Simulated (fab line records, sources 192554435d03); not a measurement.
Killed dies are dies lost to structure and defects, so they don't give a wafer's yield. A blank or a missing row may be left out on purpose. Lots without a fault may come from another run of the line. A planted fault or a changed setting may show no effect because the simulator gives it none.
Split-lot experiment | flow n5_finfet | 7 lots, 21 wafers read, on a route of 1938 steps

THE SPLIT
At N5_ZERO_LAYER_COAT_05 (resist thk 1000 nm), the setting spin_rpm was moved away from the recipe's 1500 rpm on 3 of the 21 wafers read, by +7.2% to +8.5%. The other wafers ran this setting at the recipe's value.

FROM THE SPLIT TO THE READING: what the file shows between them, 4 steps
- N5_ZERO_LAYER_EBR_07
- N5_ZERO_LAYER_SOFTBAKE_06: time 90 s
- N5_ZERO_LAYER_DESCUM_16: chemistry O2, time 7.9 s
- N5_ZERO_LAYER_ETCH_17: etches SiO2 in CF4, target depth 12 nm, time 13.3 s

THE READING
coat_of_ZERO_LAYER_COAT_05.thk_nm (the simulator's own value, which no gauge read), in nm, at N5_ZERO_LAYER_ETCH_18 (etches Si in HBr/Cl2, target depth 120 nm, time 40 s). The file gives no usual value for it. The 18 wafers here that ran the recipe average 932.2 nm, standard deviation 2.7 nm.

wafer  | tool, chamber at the split | spin_rpm as run, rpm | against the recipe | coat_of_ZERO_LAYER_COAT_05.thk_nm, nm | against lot-mates on the recipe
L074.4 | litho_track-03, 0          | 1500                 | recipe             | 930.7                                 | -
L074.5 | litho_track-03, 0          | 1500                 | recipe             | 931.5                                 | -
L074.6 | litho_track-03, 0          | 1500                 | recipe             | 928.5                                 | -
L076.1 | litho_track-03, 0          | 1608                 | +7.2%              | 900.1                                 | -37.7
L076.2 | litho_track-03, 0          | 1500                 | recipe             | 937.8                                 | -
L076.6 | litho_track-03, 0          | 1608                 | +7.2%              | 901.3                                 | -36.5
L080.1 | litho_track-05, 0          | 1628                 | +8.5%              | 893.2                                 | -43.0
L080.2 | litho_track-05, 0          | 1500                 | recipe             | 934.6                                 | -
L080.5 | litho_track-05, 0          | 1500                 | recipe             | 937.9                                 | -
L084.2 | litho_track-05, 0          | 1500                 | recipe             | 933.3                                 | -
L084.3 | litho_track-05, 0          | 1500                 | recipe             | 933.7                                 | -
L084.6 | litho_track-05, 0          | 1500                 | recipe             | 931.7                                 | -
L088.1 | litho_track-03, 0          | 1500                 | recipe             | 930.5                                 | -
L088.2 | litho_track-03, 0          | 1500                 | recipe             | 931.7                                 | -
L088.5 | litho_track-03, 0          | 1500                 | recipe             | 931.1                                 | -
L093.1 | litho_track-03, 0          | 1500                 | recipe             | 928.3                                 | -
L093.3 | litho_track-03, 0          | 1500                 | recipe             | 928.9                                 | -
L093.6 | litho_track-03, 0          | 1500                 | recipe             | 932                                   | -
L097.1 | litho_track-05, 0          | 1500                 | recipe             | 931.8                                 | -
L097.2 | litho_track-05, 0          | 1500                 | recipe             | 934.4                                 | -
L097.6 | litho_track-05, 0          | 1500                 | recipe             | 930.9                                 | -

THE FIT
A straight line over all 21 wafers: coat_of_ZERO_LAYER_COAT_05.thk_nm changes by -4.45 nm for each +1% of spin_rpm; r = -0.98; the points scatter about the line by 2.6 nm.
The same after taking each lot's own level away (the mean of its wafers on the recipe; 21 wafers): -5.11 nm for each +1%; r = -1.00; scatter 1.2 nm.
On that fit, the largest move of spin_rpm shifts the reading by 44 nm.
The lots' own levels span 929.73 to 937.80 nm, that is 3.0 times the standard deviation above.
So the lot-to-lot level changes the slope: the two fits differ.
Check: with one of the wafers moved furthest among these (+8.5%) left out of the fit, the line predicts -44 nm for it against its lot-mates. It came out at -43 nm against them.

OTHER SPLITS ON THESE WAFERS
These wafers also went through other splits before the reading. Each is held against what the fit with the lots' levels taken away leaves over:
other split on the same wafers | wafers away from the commonest value | r with coat_of_ZERO_LAYER_COAT_05.thk_nm (lot level and that fit taken away)
N5_ZERO_LAYER_PECVD_02 time_s  | 4                                    | -0.13

THE WHOLE CHAIN: every reading that the file lists as answering this split, in the file's order
step                   | what it does                                         | reading                                                                            | change (the file's fit)              | r (the file's)
N5_ZERO_LAYER_COAT_05  | resist thk 1000 nm                                   | coat_of_ZERO_LAYER_COAT_05.thk_nm (the simulator's own value, which no gauge read) | -4.98 nm for each +1% of the setting | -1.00
N5_ZERO_LAYER_ETCH_18  | etches Si in HBr/Cl2, target depth 120 nm, time 40 s | coat_of_ZERO_LAYER_COAT_05.thk_nm (the simulator's own value, which no gauge read) | -5.1 nm for each +1% of the setting  | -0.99
N5_ZERO_LAYER_STRIP_24 | strips in O2                                         | strip_time_to_endpoint_s                                                           | withheld for each +1% of the setting | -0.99

THE FILE'S OWN FIT
coat_of_ZERO_LAYER_COAT_05.thk_nm changes by -5.1 nm for each +1% of spin_rpm, r = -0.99.
